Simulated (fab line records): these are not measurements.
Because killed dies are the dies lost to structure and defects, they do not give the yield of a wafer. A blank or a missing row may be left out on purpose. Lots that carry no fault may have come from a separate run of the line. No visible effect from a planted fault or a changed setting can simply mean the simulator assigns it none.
Which tool did it? -- flow n5Finfet -- 20 lots, 60 wafers sampled, at 4 steps of a route of 1938

WHAT THE GAUGES SHOWED, per wafer
N5_BEOL_M7_INSPECT_13: inspects for defects (brightfield). Usual: rawDefectCount at 391, with a standard deviation of 81.
lot,measured,on,rawDefectCount,flag
L074,day 8 17:49,defectInspect-01,456 560 578,
L077,day 9 10:39,defectInspect-02,387 462 475,
L076,day 10 04:10,defectInspect-01,371 394 487,
L079,day 10 09:02,defectInspect-01,247 237 259,
L081,day 10 08:42,defectInspect-02,375 332 326,
L082,day 11 15:46,defectInspect-02,454 372 493,
L078,day 11 19:36,defectInspect-01,325 297 258,
L083,day 11 23:47,defectInspect-02,294 387 299,
L084,day 12 04:49,defectInspect-02,394 408 480,
L086,day 12 14:57,defectInspect-01,472 259 431,
L085,day 12 15:09,defectInspect-01,349 433 422,
L088,day 13 02:19,defectInspect-02,344 404 354,
L087,day 13 11:15,defectInspect-02,408 357 314,
L089,day 13 17:16,defectInspect-02,543 419 411,
L091,day 14 13:15,defectInspect-02,259 379 434,
L092,day 14 19:46,defectInspect-01,495 376 402,
L093,day 15 01:20,defectInspect-02,277 307 348,
L097,day 15 04:50,defectInspect-01,293 425 348,
L094,day 15 05:01,defectInspect-02,347 424 409,
L096,day 15 11:25,defectInspect-01,316 364 404,

WHICH TOOL RAN EACH LOT (tool, then ch and the chambers of the sampled wafers, then the start)
lot,N5_BEOL_M6_DESCUM_33,N5_BEOL_M6_ETCH_66,N5_BEOL_M6_DEP_56
L074,"rieDiel-04 ch 2,3, day 8 11:25","rieDiel-04 ch 2,3, day 8 11:30","pecvd-03 ch 0,1,2, day 8 15:22"
L077,"rieDiel-04 ch 2,3, day 9 03:46","rieDiel-04 ch 2,3, day 9 03:50","pecvd-03 ch 0,2, day 9 07:14"
L076,"rieDiel-06 ch 1,2,3, day 9 22:10","rieDiel-06 ch 1,2,3, day 9 22:15","pecvd-01 ch 1,2, day 10 01:56"
L079,"rieDiel-06 ch 0,3, day 10 00:16","rieDiel-06 ch 0,3, day 10 00:21","pecvd-01 ch 0,1,2, day 10 03:49"
L081,"rieDiel-04 ch 0,1,3, day 10 02:28","rieDiel-04 ch 0,1,3, day 10 02:33","pecvd-03 ch 0,1, day 10 05:14"
L082,"rieDiel-05 ch 0,1,2, day 11 09:02","rieDiel-05 ch 0,1,2, day 11 09:07","pecvd-03 ch 0,1,2, day 11 11:50"
L078,"rieDiel-05 ch 0,2, day 11 14:18","rieDiel-05 ch 0,2, day 11 14:23","pecvd-01 ch 0,1, day 11 17:13"
L083,"rieDiel-05 ch 0,1,2, day 11 18:46","rieDiel-05 ch 0,1,2, day 11 18:52","pecvd-02 ch 0,1,2, day 11 21:57"
L084,"rieDiel-04 ch 0,2, day 11 22:21","rieDiel-04 ch 0,2, day 11 22:26","pecvd-03 ch 0,2, day 12 01:06"
L086,"rieDiel-04 ch 0,1,2, day 12 09:08","rieDiel-04 ch 0,1,2, day 12 09:13","pecvd-03 ch 0,1,2, day 12 11:57"
L085,"rieDiel-04 ch 0,1, day 12 09:46","rieDiel-04 ch 0,1, day 12 09:51","pecvd-02 ch 1,2, day 12 12:55"
L088,"rieDiel-06 ch 0,1,3, day 12 20:11","rieDiel-06 ch 0,1,3, day 12 20:16","pecvd-03 ch 0,1,2, day 12 23:46"
L087,"rieDiel-05 ch 1,2, day 13 05:55","rieDiel-05 ch 1,2, day 13 05:59","pecvd-03 ch 1,2, day 13 08:49"
L089,"rieDiel-05 ch 0,2, day 13 12:47","rieDiel-05 ch 0,2, day 13 12:52","pecvd-01 ch 0,1,2, day 13 15:48"
L091,"rieDiel-04 ch 0,2,3, day 14 04:11","rieDiel-04 ch 0,2,3, day 14 04:16","pecvd-01 ch 1,2, day 14 10:28"
L092,"rieDiel-06 ch 1,2,3, day 14 08:51","rieDiel-06 ch 1,2,3, day 14 08:56","pecvd-01 ch 0,1, day 14 14:31"
L093,"rieDiel-04 ch 1,2, day 14 19:07","rieDiel-04 ch 1,2, day 14 19:11","pecvd-03 ch 0,1,2, day 14 23:45"
L097,"rieDiel-06 ch 0,1,3, day 14 22:41","rieDiel-06 ch 0,1,3, day 14 22:46","pecvd-01 ch 0,1,2, day 15 01:47"
L094,"rieDiel-04 ch 1,3, day 14 22:44","rieDiel-04 ch 1,3, day 14 22:48","pecvd-02 ch 1, day 15 02:06"
L096,"rieDiel-04 ch 1,2,3, day 15 06:41","rieDiel-04 ch 1,2,3, day 15 06:48","pecvd-01 ch 0,1,2, day 15 09:25"
- N5_BEOL_M6_DESCUM_33: chemistry O2, time 7 s.
- N5_BEOL_M6_ETCH_66: etches SOC in N2/H2, target depth 80 nm, overetch 16 nm, time 120 s.
- N5_BEOL_M6_DEP_56: deposits SiCN from 3MS/NH3, target thk 10 nm, time 17.5 s.

WHAT THE TOOLS THEMSELVES READ (means of the sampled wafers that have a number; where no wafer has one, the mark that the record gives instead)
N5_BEOL_M6_DESCUM_33. Usual: chamberPressureMTorr 20.001 mTorr, standard deviation 0.017; drypumpMotorCurrentA 5.7 A, standard deviation 0.41; oesProductAu 0.83 a.u., standard deviation 0.086; rfVppV 243.7 V, standard deviation 1.2; showerheadPlenumPTorr 2.13 Torr, standard deviation 0.058; throttleValvePct 20.38 %, standard deviation 0.2.
lot,tool,chamberPressureMTorr (mTorr),drypumpMotorCurrentA (A),oesProductAu (a.u.),rfVppV (V),showerheadPlenumPTorr (Torr),throttleValvePct (%),flag
L074,rieDiel-04,20.003,5.5,0.76,243.1,2.11,20.62,
L077,rieDiel-04,19.999,5.7,0.79,243.7,2.16,20.59,
L076,rieDiel-06,20.003,6.2,0.91,243.7,2.14,20.13,
L079,rieDiel-06,19.990,5.4,0.74,242.2,2.02,20.34,
L081,rieDiel-04,20.019,5.3,0.78,243.7,2.12,20.53,
L082,rieDiel-05,20.002,5.7,0.83,244.2,2.12,20.36,
L078,rieDiel-05,20.006,5.4,0.82,242.9,2.09,20.46,
L083,rieDiel-05,20.006,5.7,0.83,243.0,2.12,20.38,
L084,rieDiel-04,19.990,5.6,0.82,244.6,2.18,20.53,
L086,rieDiel-04,19.981,5.5,0.87,244.1,2.16,20.42,
L085,rieDiel-04,20.003,5.4,0.93,243.8,2.14,20.30,
L088,rieDiel-06,20.007,5.9,0.80,243.0,2.07,20.23,
L087,rieDiel-05,20.001,5.8,0.77,244.3,2.16,20.41,
L089,rieDiel-05,20.020,5.5,0.81,243.3,2.09,20.48,
L091,rieDiel-04,19.999,5.5,0.85,244.1,2.13,20.50,
L092,rieDiel-06,19.997,6.2,0.84,244.9,2.12,20.19,
L093,rieDiel-04,20.003,5.7,0.82,243.9,2.17,20.52,
L097,rieDiel-06,19.990,5.8,0.90,244.3,2.15,20.14,
L094,rieDiel-04,19.989,5.4,0.91,243.3,2.11,20.33,
L096,rieDiel-04,19.996,5.5,0.86,243.4,2.12,20.46,

N5_BEOL_M6_ETCH_66. Usual: chamberPressureMTorr 29.999 mTorr, standard deviation 0.027; drypumpMotorCurrentA 5.7 A, standard deviation 0.41; oesProductAu 0.64 a.u., standard deviation 0.063; rfVppV 524.9 V, standard deviation 1.9; showerheadPlenumPTorr 2.58 Torr, standard deviation 0.068; throttleValvePct 17.72 %, standard deviation 0.24.
lot,tool,chamberPressureMTorr (mTorr),drypumpMotorCurrentA (A),oesProductAu (a.u.),rfVppV (V),showerheadPlenumPTorr (Torr),throttleValvePct (%),flag
L074,rieDiel-04,29.964,5.5,0.57,524.2,2.55,17.90,
L077,rieDiel-04,29.992,5.7,0.59,526.3,2.60,17.82,
L076,rieDiel-06,30.011,6.2,0.70,524.8,2.59,17.41,
L079,rieDiel-06,30.009,5.4,0.57,522.4,2.46,17.71,
L081,rieDiel-04,30.005,5.3,0.61,525.0,2.57,17.92,
L082,rieDiel-05,29.967,5.7,0.63,524.4,2.59,17.79,
L078,rieDiel-05,30.020,5.4,0.64,523.4,2.56,17.94,
L083,rieDiel-05,30.006,5.7,0.62,523.8,2.58,17.79,
L084,rieDiel-04,29.999,5.7,0.63,526.8,2.62,17.72,
L086,rieDiel-04,30.043,5.5,0.66,526.4,2.61,17.76,
L085,rieDiel-04,29.995,5.4,0.70,525.3,2.61,17.78,
L088,rieDiel-06,30.009,5.9,0.61,523.3,2.52,17.58,
L087,rieDiel-05,30.009,5.8,0.58,525.9,2.63,17.86,
L089,rieDiel-05,30.018,5.5,0.62,523.1,2.55,17.97,
L091,rieDiel-04,29.978,5.5,0.65,524.9,2.56,17.71,
L092,rieDiel-06,29.994,6.2,0.65,525.0,2.57,17.48,
L093,rieDiel-04,29.969,5.7,0.62,525.6,2.62,17.86,
L097,rieDiel-06,30.010,5.9,0.68,525.8,2.62,17.47,
L094,rieDiel-04,30.016,5.4,0.68,524.4,2.57,17.82,
L096,rieDiel-04,30.015,5.6,0.64,524.8,2.57,17.82,

N5_BEOL_M6_DEP_56. Usual: showerheadPlenumPTorr 3.669 Torr, standard deviation 0.016; showerheadVppV 850 V, standard deviation 36; throttleValvePct 8.89 %, standard deviation 0.29.
lot,tool,showerheadPlenumPTorr (Torr),showerheadVppV (V),throttleValvePct (%),flag
L074,pecvd-03,3.658,854,9.27,
L077,pecvd-03,3.665,836,9.09,
L076,pecvd-01,3.673,838,8.72,
L079,pecvd-01,3.681,830,8.82,
L081,pecvd-03,3.651,863,9.15,
L082,pecvd-03,3.656,857,8.90,
L078,pecvd-01,3.685,856,8.49,
L083,pecvd-02,3.678,910,8.91,
L084,pecvd-03,3.664,847,9.00,
L086,pecvd-03,3.655,849,9.03,
L085,pecvd-02,3.671,898,8.96,
L088,pecvd-03,3.659,848,9.03,
L087,pecvd-03,3.645,861,9.12,
L089,pecvd-01,3.678,837,8.72,
L091,pecvd-01,3.679,838,8.70,
L092,pecvd-01,3.680,826,8.85,
L093,pecvd-03,3.654,854,9.13,
L097,pecvd-01,3.679,829,8.78,
L094,pecvd-02,3.682,896,8.92,
L096,pecvd-01,3.679,832,8.78,

THE ANSWER, worked out from the rows above alone
Rule: a lot counts as off when the mean over its wafers that have a number is more than 3 standard deviations away from the usual mean. Also off: a lot with no number at a reading for which 4 or more lots have one. All remaining lots with rows at the step are treated as sound. First the gauges in route order, then the tools' own readings, where a lot's mean is used as printed above. At the first step where some lot is off, the reading lying furthest off is the one used; lots without a number count as furthest.
Nothing can be told from this: no lot is off at any reading shown.

WHAT HAD BEEN PUT IN BY THE SIMULATOR
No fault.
